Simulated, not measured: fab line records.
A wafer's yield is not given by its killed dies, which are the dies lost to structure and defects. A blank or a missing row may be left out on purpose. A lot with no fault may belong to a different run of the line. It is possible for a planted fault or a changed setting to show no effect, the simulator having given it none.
A lot that was struck, set against a sound lot :: flow nandHarc :: 13 steps out of a route of 1302
Sound: wafers L643.1, L643.2, L643.4. Wafers struck: L638.1, L638.3, L638.4. The cause is named last.
For every step that has rows: the tool of each side, followed by ch and its chambers, followed by its first start. Under that, the readings that differ: sound wafers :: struck wafers :: difference of the means :: sigmas: that difference in standard deviations of wafers without a fault.
alike: words and numbers the same on both sides, and readings whose means are apart by under 2 such deviations; not compared: readings that were withheld, readings missing a value for some wafer, numbers with overlapping values and no deviation given by the record, and bounds like >300 which may hide the same value.
A row with sigmas, a row that says differs or no value, or rows on one side alone: a step with any of these is where the two part. When numbers do not overlap yet have no deviation, they are printed without sigmas and do not part them. Lack of a reading on every wafer of one side parts them only where that side has two or more wafers.

NHARC_A_BLC_CVD_24: deposits W, target thk 150 nm, time 434 s.
  sound on cvdW-02 ch 0,1; struck on cvdW-02 ch 0,1
  alike: heaterPowerW, mfcH2Sccm, mfcWf6Sccm, throttleValvePct
NHARC_A_BLC_CMP_25: polishes, t overpolish 30 s, target thk 150 nm.
  sound on cmp-03 ch 1,2,3, day 29 19:00; struck on cmp-02 ch 1,2,3, day 28 09:31
  alike: motorCurrentA, overpolishRunS, padLifeWafers, retainingRingPressureFrac, timeToEndpointS
after that, 1 step had no rows for these wafers: NHARC_A_BLC_SRD_27.
NHARC_A_BLC_INSPECT_28:
  sound on defectInspect-02, day 29 19:24; struck on defectInspect-02, day 28 09:54
  alike: rawDefectCount
then, 7 steps without rows for these wafers: NHARC_A_M0_DEP_00 (deposits SiOC, target thk 150 nm); NHARC_A_M0_DEHYDRATE_01 (time 120 s); NHARC_A_M0_HMDS_02 (time 30 s); NHARC_A_M0_COAT_33 (time 65 s); NHARC_A_M0_COAT_03 (resist thk 90 nm); NHARC_A_M0_SOFTBAKE_04 (time 55 s); NHARC_A_M0_EBR_05.
NHARC_A_M0_EXPOSE_06: exposes mask A M0, target cd 80 nm.
  struck on arfiScanner-01, day 28 10:40; sound on arfiScanner-03 ch 0, day 29 20:10
  no value came back on the struck wafers for exposureDoseMJCm2, focusOffsetNm (nm); on the sound wafers exposureDoseMJCm2 reads 83.27 83.35 83.30
  alike: mask
then, 1 step without rows for these wafers: NHARC_A_M0_PEB_07 (peb time 65 s).

== WHERE THEY PART ==
NHARC_A_M0_EXPOSE_06 only, going by this record.

WHY: what the simulator had put in
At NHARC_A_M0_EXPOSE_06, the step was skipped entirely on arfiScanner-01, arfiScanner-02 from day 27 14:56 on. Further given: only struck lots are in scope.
